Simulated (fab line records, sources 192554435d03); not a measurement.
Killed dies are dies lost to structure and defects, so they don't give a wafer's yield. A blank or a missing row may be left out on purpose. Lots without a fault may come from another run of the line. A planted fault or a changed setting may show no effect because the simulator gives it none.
Chamber matching | flow n5_finfet | N5_BEOL_M5_DEP_56 on pecvd-01: 3 sister chambers
The step deposits SiCN from 3MS/NH3, target thk 8 nm, time 14 s. 6 wafers are shown with their chamber, then 7 later ones without.

WAFERS WITH THEIR CHAMBER
wafer  | chamber | throttle_valve_pct (%) | showerhead_plenum_p_Torr (Torr)
L079.6 | 0       | 9.1                    | 3.658
L084.2 | 0       | 8.9                    | 3.653
L084.3 | 2       | 8.7                    | 3.677
L084.5 | 2       | 8.8                    | 3.679
L090.1 | 1       | 9.6                    | 3.680
L090.5 | 1       | 9.7                    | 3.685

WAFERS WITHOUT THEIR CHAMBER
wafer  | throttle_valve_pct (%) | showerhead_plenum_p_Torr (Torr)
L090.6 | 9.4                    | 3.665
L092.1 | 9.3                    | 3.655
L092.2 | 9.9                    | 3.687
L092.4 | 8.0                    | 3.666
L096.2 | 9.2                    | 3.643
L096.4 | 8.1                    | 3.669
L096.6 | 9.4                    | 3.660

WHICH CHAMBER EACH WENT THROUGH
wafer  | from the rows above     | in truth
L090.6 | can't be placed: 0 or 1 | 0
L092.1 | 0                       | 0
L092.2 | 1                       | 1
L092.4 | 2                       | 2
L096.2 | 0                       | 0
L096.4 | 2                       | 2
L096.6 | 0                       | 0
Placed correctly: 6 of 7. Can't be placed from these rows: 1 (the true chamber is among the candidates in 1). Placed wrongly: 0.
How it was worked out, from the rows above alone: a wafer's distance from a chamber is the root of the sum, over the readings, of the square of ((its reading less the chamber's mean) divided by the reading's scatter). The wafer belongs to the nearest chamber; if the next one is less than 2 further off, it can't be placed. A chamber's mean is the mean of its shown wafers. The scatter: the root of (the sum of the squares of (reading less its chamber's mean) over the shown wafers, divided by (wafers less chambers)).
